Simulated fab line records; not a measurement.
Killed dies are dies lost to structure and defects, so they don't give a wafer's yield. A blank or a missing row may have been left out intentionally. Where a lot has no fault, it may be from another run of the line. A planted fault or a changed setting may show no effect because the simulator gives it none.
A single fault, viewed from 3 desks ; flow nand harc ; what lay behind the numbers comes last; until then each desk has only its own

THE DEFECT DESK
Counts from the inspections along the route, per lot, as means over the sampled wafers that have a number. Any lot whose mean is over 4 standard deviations away from the usual mean is out of limits and marked OUT; that distance is given in the brackets.
Columns: A = raw defect count at NHARC_A_M1_INSPECT_27, usual 529
lot;first seen here;A
L956;day 23 13:10;579
L954;day 23 15:32;413
L955;day 23 22:10;639
L958;day 24 17:20;608
L960;day 25 14:30;419
L964;day 27 11:56;783
L966;day 27 22:22;422
L965;day 28 01:34;524
L968;day 29 12:26;376
L971;day 31 04:18;537
L972;day 31 06:01;489
L974;day 31 14:46;530
L975;day 31 20:39;582
Result from this desk: across the 13 lots, nothing is out of limits.

TOOL OWNER'S DESK, rie diel-13
The tool's own readings at NHARC_A_BONDPAD_ETCH_34 (etches the open film in N2/H2, target depth 60 nm, overetch 18 nm, time 65.91 s): means of the sampled wafers that have a number, for each lot that ran on this tool. Any lot whose mean is over 4 standard deviations away from the usual mean is out of limits and marked OUT; that distance is given in the brackets.
Columns: A = drypump motor current A at NHARC_A_BONDPAD_ETCH_34, usual 5.9 A; B = oes product au at NHARC_A_BONDPAD_ETCH_34, usual 0.998 a.u.; C = rf vpp V at NHARC_A_BONDPAD_ETCH_34, usual 428.3 V; D = run length s at NHARC_A_BONDPAD_ETCH_34, usual 87.2 s; E = showerhead plenum p Torr at NHARC_A_BONDPAD_ETCH_34, usual 1.96 Torr; F = throttle valve pct at NHARC_A_BONDPAD_ETCH_34, usual 14.171 %
lot;first seen here;A;B;C;D;E;F
L956;day 23 15:24;6.3;0.996;428.9;87.4;1.97;14.169
L954;day 23 17:37;5.7;0.999;427.2;87.4;1.90;14.173
L958;day 24 19:26;5.3;1.008;425.4;87.3;1.90;14.171
L960;day 25 16:44;5.9;1.003;427.6;86.9;1.94;14.170
L964;day 27 14:10;6.1;1.013;428.9;86.9;1.99;14.176
L966;day 28 00:28;5.7;0.999;426.8;87.2;1.92;14.172
L965;day 28 03:47;5.9;0.998;429.6;87.0;1.96;14.172
L968;day 29 14:45;5.7;1.000;426.7;81.6 (-14) OUT;1.92;14.170
L971;day 31 06:24;5.5;0.996;427.0;78.8 (-21) OUT;1.93;14.177
L974;day 31 17:00;6.3;0.998;428.9;78.5 (-21) OUT;1.99;14.177
This desk's verdict: out of limits on L968, L971, L974, starting with L968 at day 29 14:45 (run length s at NHARC_A_BONDPAD_ETCH_34). L956, L954, L958, L960, L964, L966, L965 stayed within limits.

FROM THE METROLOGY DESK
What the gauges read for every lot (on any tool): the sampled wafers with a number, averaged. Any lot whose mean is over 4 standard deviations away from the usual mean is out of limits and marked OUT; that distance is given in the brackets.
Columns: A = cd nm at NHARC_A_M1_CD_MEAS_16, usual 120.2 nm
lot;first seen here;A
L956;day 23 10:51;118.9
L954;day 23 12:44;119.7
L955;day 23 19:52;121.3
L958;day 24 15:04;121.0
L960;day 25 12:10;121.5
L964;day 27 09:40;120.1
L966;day 27 20:07;120.3
L965;day 27 23:18;121.2
L968;day 29 10:10;120.2
L971;day 31 01:59;119.7
L972;day 31 03:33;119.5
L974;day 31 12:28;121.3
L975;day 31 18:19;120.3
Result from this desk: across the 13 lots, nothing is out of limits.

BROUGHT TOGETHER
An alarm could have come from the tool owner's desk at day 29 14:45, on L968, L971, L974.
Nothing the defect desk looked at was out of limits.
The metrology desk saw nothing out of limits.
The defect desk has L968, L971, L974 on record, within its limits.
The metrology desk has L968, L971, L974 on record, within its limits.
All the named lots went through NHARC_A_BONDPAD_ETCH_34 on rie diel-13.

WHAT WAS PUT IN BY THE SIMULATOR
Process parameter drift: rie diel-13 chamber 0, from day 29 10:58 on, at NHARC_A_BONDPAD_ETCH_34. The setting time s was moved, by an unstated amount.
Shown lots that were struck: L968, L971, L974.
Each desk's first reading out of limits, in hours after the fault started: the tool owner's desk, 4.
